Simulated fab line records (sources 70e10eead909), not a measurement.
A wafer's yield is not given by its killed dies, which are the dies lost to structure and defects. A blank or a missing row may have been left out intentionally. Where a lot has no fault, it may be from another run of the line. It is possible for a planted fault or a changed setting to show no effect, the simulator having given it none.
A lot that was struck, set against a sound lot | flow nand_harc | 14 out of 1302 route steps
Sound: wafers L869.1, L869.2, L869.3. Struck: wafers L880.2, L880.3, L880.4. The cause comes at the end.
For every step that has rows: the tool of each side, followed by ch and its chambers, followed by its first start. Under that, the readings that differ: sound wafers | struck wafers | difference of the means | sigmas: that difference in standard deviations of wafers without a fault.
alike: a reading whose means differ by less than 2 such deviations, as well as words and numbers matching on both sides. not compared: withheld readings; readings where some wafer has no value; bounds like >300 that might hide an equal value; numbers whose values overlap and for which the record gives no deviation.
Wherever a step has rows on one side only, a row that says differs or no value, or a row with sigmas, the two part there. Numbers that don't overlap but have no deviation are shown without sigmas and don't part them. A reading missing from all wafers of one side parts the sides only when that side holds two or more wafers.

NHARC_A_SGD_CUT_STRIP_17: strips in O2.
  sound on rie_diel-11 ch 1,2,3; struck on rie_diel-08 ch 0,1,2
  alike: drypump_motor_current_A, oes_product_au, rf_vpp_V, showerhead_plenum_p_Torr, throttle_valve_pct
  not compared: rf_hours_counter_h
then, 4 steps without rows for these wafers: NHARC_A_SGD_CUT_PRECLEAN_18 (cleans in SC1); NHARC_A_SGD_CUT_SRD_19; NHARC_A_SGD_CUT_DEP_20 (deposits SiO2, target thk 150 nm); NHARC_A_SGD_CUT_ANNEAL_27 (time 1800 s).
NHARC_A_SGD_CUT_CMP_21: polishes, target thk 148.19 nm.
  sound on cmp-03 ch 0,2,3, day 19 21:34; struck on cmp-04 ch 0,1,3, day 24 18:07
  alike: motor_current_A, time_to_endpoint_s
NHARC_A_SGD_CUT_THK_MEAS_22: measures by ellipsometry.
  sound on film_metro-02, day 19 21:49; struck on film_metro-02, day 24 18:21
  alike: thk_nm
then, 2 steps without rows for these wafers: NHARC_A_SGD_CUT_SRD_23; NHARC_A_SGD_CUT_ETCH_26 (etches SiO2 in dHF, target depth 45.8 nm).
NHARC_A_SGD_CUT_ETCHBACK_24: etches the open film in CH3F/O2, target depth 50 nm, time 92.857 s.
  sound on rie_diel-11 ch 0,1,3, day 19 22:02; struck on rie_diel-01 ch 0,1,3, day 24 18:35
  reading                | sound       | struck      | difference | sigmas
  rf_hours_counter_h (h) | 1.4 1.0 1.3 | 0.0 0.0 0.0 | -1.2       |
  alike: drypump_motor_current_A, oes_product_au, rf_vpp_V, showerhead_plenum_p_Torr, throttle_valve_pct
NHARC_A_SGD_CUT_STRIP_28: strips in O2, time 20 s.
  sound on rie_diel-11 ch 0,2,3; struck on rie_diel-01 ch 0,1,3
  reading                | sound       | struck      | difference | sigmas
  rf_hours_counter_h (h) | 1.4 0.8 1.3 | 0.0 0.0 0.1 | -1.1       |
  alike: drypump_motor_current_A, oes_product_au, rf_vpp_V, showerhead_plenum_p_Torr, throttle_valve_pct
NHARC_A_SGD_CUT_INSPECT_25:
  sound on defect_inspect-02, day 19 22:17; struck on defect_inspect-01, day 24 18:49
  reading          | sound       | struck      | difference | sigmas
  raw_defect_count | 560 533 443 | 238 264 332 | -234       | -3
NHARC_A_SLIT_DEP_25: deposits SiO2, target thk 200 nm.
  sound on pecvd-03 ch 0,1,2, day 19 22:21; struck on pecvd-02 ch 0,1, day 24 18:53
  reading            | sound             | struck               | difference | sigmas
  rf_fwd_power_W (W) | 895.5 896.8 897.8 | 1044.6 1044.4 1046.2 | +148.4     | +53
  alike: heater_power_w, throttle_valve_pct
NHARC_A_SLIT_DEP_00: deposits aC, target thk 6200 nm.
  sound on acl_dep-01 ch 0, day 20 00:19; struck on acl_dep-01 ch 0, day 24 21:06
  alike: throttle_valve_pct

## WHERE THEY PART
At NHARC_A_SGD_CUT_INSPECT_25 first; at NHARC_A_SLIT_DEP_25 last (within this record only). Later steps at which nothing parts them and some readings are alike: NHARC_A_SLIT_DEP_00.

WHY: what the simulator had put in
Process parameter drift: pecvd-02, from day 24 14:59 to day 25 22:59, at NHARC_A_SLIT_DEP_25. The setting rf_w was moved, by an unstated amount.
